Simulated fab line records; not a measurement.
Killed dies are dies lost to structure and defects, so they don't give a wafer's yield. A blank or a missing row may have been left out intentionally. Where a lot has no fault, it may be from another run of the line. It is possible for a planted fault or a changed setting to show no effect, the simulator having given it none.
A lot that was struck, set against a sound lot | flow n5 finfet | 12 out of 1938 route steps
Sound: these wafers, L493.2, L493.3, L493.5. Struck: wafer L487.2 (L487.3, L487.6, from the same lot, were not struck and are left out); the cause is given at the end.
Each step with rows lists, per side, the tool, then ch with its chambers, then its first start. Under that, the readings that differ: sound wafers | struck wafers | difference of the means | sigmas: that difference in standard deviations of wafers without a fault.
alike: readings with means less than 2 such deviations apart, plus words and numbers identical on both sides. not compared: withheld readings, readings lacking a value on some wafer, bounds such as >300 that could conceal the same value, and numbers that have no deviation in the record and whose values overlap.
A row with sigmas, a row that says differs or no value, or rows on one side alone: a step with any of these is where the two part. Numbers that have no deviation but don't overlap get no sigmas and don't part them. A reading that every wafer of one side lacks parts them only if that side has two wafers or more.

first, 9 steps without rows for these wafers: N5_BEOL_M1_DEVELOP_27 (develop time 30 s); N5_BEOL_M1_DESCUM_33 (chemistry O2, time 7 s); N5_BEOL_M1_ETCH_77 (etches underlayer in N2/H2, target depth 6.5 nm, time 5.2 s); N5_BEOL_M1_ETCH_69 (etches SiARC in CF4, target depth 15.6 nm, time 26 s); N5_BEOL_M1_ALD_98 (deposits SiO2, target thk 2.5 nm, pulse time 1 s, co reactant pulse time 1 s); N5_BEOL_M1_ETCHBACK_99 (etches SiO2 in CHF3, target depth 5 nm, time 10.4 s); N5_BEOL_M1_ETCH_70 (etches SOC in N2/H2, target depth 80 nm, overetch 16 nm, time 120 s); N5_BEOL_M1_STRIP_71 (strips in N2/H2); N5_BEOL_M1_STRIP_78 (strips in N2/H2).
N5_BEOL_M1_VIA_ETCH_34: etches the open film in C4F6/O2, target depth 67.8 nm, time 64.4 s.
  sound on rie diel-06 ch 0,1, day 11 08:19; struck on rie diel-01 ch 0, day 9 22:32
  reading                                  | sound             | struck | difference | sigmas
  oes product au (a.u.)                    | 0.91 0.85 0.90    | 0.66   | -0.23      | -3
  model.etch.depth nm (nm)                 | 69.05 67.62 69.41 | 56.2   | -12.5      |
  model.SOC_of_BEOL_M1_COAT_67.thk nm (nm) | 52.2 52.4 52      | 53.4   | +1.2       |
  alike: C4F6_flow_sccm, drypump motor current A, rf vpp V, showerhead plenum p Torr, throttle valve pct
  not compared: rf hours counter h
then, 1 step without rows for these wafers: N5_BEOL_M1_STRIP_83 (strips in C4F6/O2).
N5_BEOL_M4_RC_MEAS_101:
  sound on prober-01 ch 0, day 13 14:56; struck on prober-02 ch 0, day 11 16:17
  alike: DIBL_N, DIBL_P, IOFF_N, IOFF_P, ION_N, ION_P, SS_N, SS_P, VT_N, VT_P

== WHERE THEY PART ==
Only at N5_BEOL_M1_VIA_ETCH_34, within this record. Later steps at which nothing parts them and some readings are alike: N5_BEOL_M4_RC_MEAS_101.

WHY: what the simulator had put in
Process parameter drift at N5_BEOL_M1_VIA_ETCH_34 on rie diel-01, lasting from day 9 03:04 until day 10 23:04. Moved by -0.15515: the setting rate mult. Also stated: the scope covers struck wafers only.
